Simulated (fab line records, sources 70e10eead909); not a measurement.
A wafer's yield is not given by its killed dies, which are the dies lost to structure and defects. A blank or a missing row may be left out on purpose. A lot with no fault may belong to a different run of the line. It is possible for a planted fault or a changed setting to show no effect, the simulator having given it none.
Chamber matching ; flow nand_harc ; NHARC_P_CONTACT_ETCH_35 on rie_diel-12: 4 sister chambers
The step etches the open film in CF4, target depth 39 nm, time 65 s. 14 wafers are shown with their chamber, then 7 later ones without.

WAFERS PAIRED WITH THEIR CHAMBERS
wafer;chamber;drypump_motor_current_A (A);rf_vpp_V (V);rf_fwd_power_W (W)
L076.2;0;6.0;149.6;299.1
L076.3;3;5.9;150.6;295.4
L076.6;0;6.0;150.5;298.7
L077.2;0;6.0;148.8;297.1
L077.3;2;5.7;152.1;298.5
L077.6;1;6.2;152.7;297.4
L078.1;2;5.8;152.9;298.2
L078.4;0;6.0;150.1;299.5
L078.5;2;5.7;155.3;296.9
L081.2;3;5.9;150.8;296.8
L081.3;1;6.2;151.8;297.1
L081.6;3;5.9;151.4;296.2
L088.2;0;6.0;150.2;297.1
L088.3;2;5.8;152.4;298.3

SIGNATURES (averages over the wafers above)
reading;chamber 0;chamber 1;chamber 2;chamber 3;scatter within a chamber
drypump_motor_current_A;6.000;6.200;5.750;5.900;0.0316
rf_vpp_V;149.840;152.250;153.175;150.933;0.942
rf_fwd_power_W;298.300;297.250;297.975;296.133;0.88
Rule: a wafer's distance from a chamber is the root of the sum, over the readings, of the square of ((its reading less the chamber's mean) divided by the reading's scatter). If the next closest chamber is less than 2 further off than the closest, the wafer can't be placed; otherwise it belongs to the closest. The scatter: take each reading less its chamber's mean, square it, sum over the shown wafers, divide by the number of wafers less the number of chambers, and take the root.

WAFERS WITHOUT THEIR CHAMBER
wafer;drypump_motor_current_A (A);rf_vpp_V (V);rf_fwd_power_W (W)
L088.5;5.8;151.4;298.5
L090.1;5.7;152.2;298.6
L090.2;6.2;151.5;296.3
L090.3;5.9;151.2;296.5
L094.1;5.9;150.3;297.5
L094.2;5.8;150.6;297.4
L094.4;6.0;148.9;296.7

EACH ONE'S CHAMBER
wafer;from the rows above;in truth
L088.5;can't be placed: 2 or 3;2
L090.1;2;2
L090.2;1;1
L090.3;3;3
L094.1;can't be placed: 3 or 0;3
L094.2;can't be placed: 2 or 3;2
L094.4;can't be placed: 0 or 3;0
3 of 7 placed correctly. These rows do not allow placing 4 (true chamber among the candidates in 4). Wrongly placed: 0.
